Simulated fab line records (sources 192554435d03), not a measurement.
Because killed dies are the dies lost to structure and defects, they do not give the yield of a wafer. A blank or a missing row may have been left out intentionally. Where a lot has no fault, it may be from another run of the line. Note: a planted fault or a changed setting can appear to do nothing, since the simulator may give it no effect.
Comparing a struck lot with a sound one / flow n5Finfet / 15 out of 1938 route steps
Sound: wafers L147.1, L147.3, L147.4. Wafers L159.3, L159.4, L159.5 were the ones struck. The cause is given at the end.
At each step with rows: each side's tool, then ch and its chambers, then its first start. Under that, the readings that differ: sound wafers / struck wafers / difference of the means / sigmas: that difference in standard deviations of wafers without a fault.
alike: same words and numbers on both sides, and readings whose means sit less than 2 such deviations apart. not compared: any withheld reading, any reading some wafer has no value for, any bound like >300 that may hide the same value, and any number with overlapping values for which the record gives no deviation.
The two part at a step that has a row with sigmas, a row that says differs or no value, or rows on one side only. Non-overlapping numbers with no deviation appear without sigmas and do not part them. A reading missing from all wafers of one side parts the sides only when that side holds two or more wafers.

first, 1 step without rows for these wafers: N5_BEOL_M15_HARDBAKE_14 (time 120 s).
N5_BEOL_M15_CD_MEAS_10: the cd target is 360 nm.
  sound on cdSem-01 ch 0, day 11 00:44; struck on cdSem-02 ch 0, day 14 17:55
  alike: cdNm
N5_BEOL_M15_OVL_MEAS_11:
  sound on overlay-02 ch 0, day 11 00:46; struck on overlay-01 ch 0, day 14 17:56
  alike: V14_OVL
N5_BEOL_M15_INSPECT_12: inspects for defects (macro).
  struck on defectInspect-01, day 14 17:58; sound on defectInspect-01, day 11 00:47
  alike: rawDefectCount
N5_BEOL_M15_DESCUM_15: chemistry O2, time 7.9 s.
  sound on rieDiel-04 ch 0,2,3, day 11 01:03; struck on rieDiel-01 ch 0,1,2, day 14 17:59
  alike: drypumpMotorCurrentA, oesProductAu, rfVppV, showerheadPlenumPTorr, tempC, throttleValvePct
  not compared: rfHoursCounterH
N5_BEOL_M15_ETCH_59: etches BARC in N2/H2, target depth 89 nm, overetch 26.7 nm, time 67.9 s.
  sound on rieDiel-04 ch 0,2,3, day 11 01:05; struck on rieDiel-01 ch 0,1,2, day 14 18:02
  alike: drypumpMotorCurrentA, oesProductAu, rfVppV, showerheadPlenumPTorr, throttleValvePct
  not compared: rfHoursCounterH
N5_BEOL_M15_VIA_ETCH_16: etches SiO2 in C4F8/O2/Ar, target depth 1792.2 nm.
  sound on rieDiel-04 ch 0,2,3, day 11 01:08; struck on rieDiel-01 ch 0,1,2, day 14 18:05
  alike: drypumpMotorCurrentA, oesProductAu, rfVppV, showerheadPlenumPTorr, throttleValvePct
N5_BEOL_M15_STRIP_63: strips in O2.
  sound: rieDiel-04 ch 0,2,3; struck: rieDiel-01 ch 0,1,2
  alike: drypumpMotorCurrentA, oesProductAu, rfVppV, showerheadPlenumPTorr, tempC, throttleValvePct
  not compared: rfHoursCounterH
then, 3 steps without rows for these wafers: N5_BEOL_M15_STRIP_64 (strips in O2); N5_BEOL_M15_STRIP_65 (strips in post etch residue remover, time 60 s); N5_BEOL_M15_SRD_66 (time 30 s, dry time 30 s).
N5_BEOL_M15_CD_MEAS_17: the cd target is 360 nm.
  struck on cdSem-01, day 14 18:29; sound on cdSem-01, day 11 01:33
  alike: cdNm
N5_BEOL_M15_COAT_56: time 60 s, resist thk 550 nm.
  sound on lithoTrack-01 ch 0, day 11 01:35; struck on lithoTrack-01 ch 0, day 14 18:32
reading=heaterPowerTotalW (W); sound=500.7 498.8 501.6; struck=477.2 477.9 480.2; difference=-21.9; sigmas=-13
reading=plateTempC (C); sound=250.02 249.98 250.13; struck=241.46 241.65 241.43; difference=-8.53; sigmas=-57
N5_BEOL_M15_ETCH_57: etches SOC in N2/H2, time 750 s.
  sound on rieDiel-05 ch 0,1,2, day 11 01:52; struck on rieDiel-05 ch 0,2,3, day 14 18:40
  alike: drypumpMotorCurrentA, oesProductAu, rfVppV, showerheadPlenumPTorr, throttleValvePct
  not compared: rfHoursCounterH
N5_PASSIVATION_PROBE_49:
  rows exist in the record for the struck wafers here (prober-01, day 15 17:52), but not for the sound ones

## WHERE THEY PART
At N5_BEOL_M15_COAT_56 first; at N5_PASSIVATION_PROBE_49 last (within this record only).

WHY: the cause the simulator had injected
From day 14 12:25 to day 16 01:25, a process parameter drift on lithoTrack-01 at N5_BEOL_M15_COAT_56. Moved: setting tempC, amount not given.
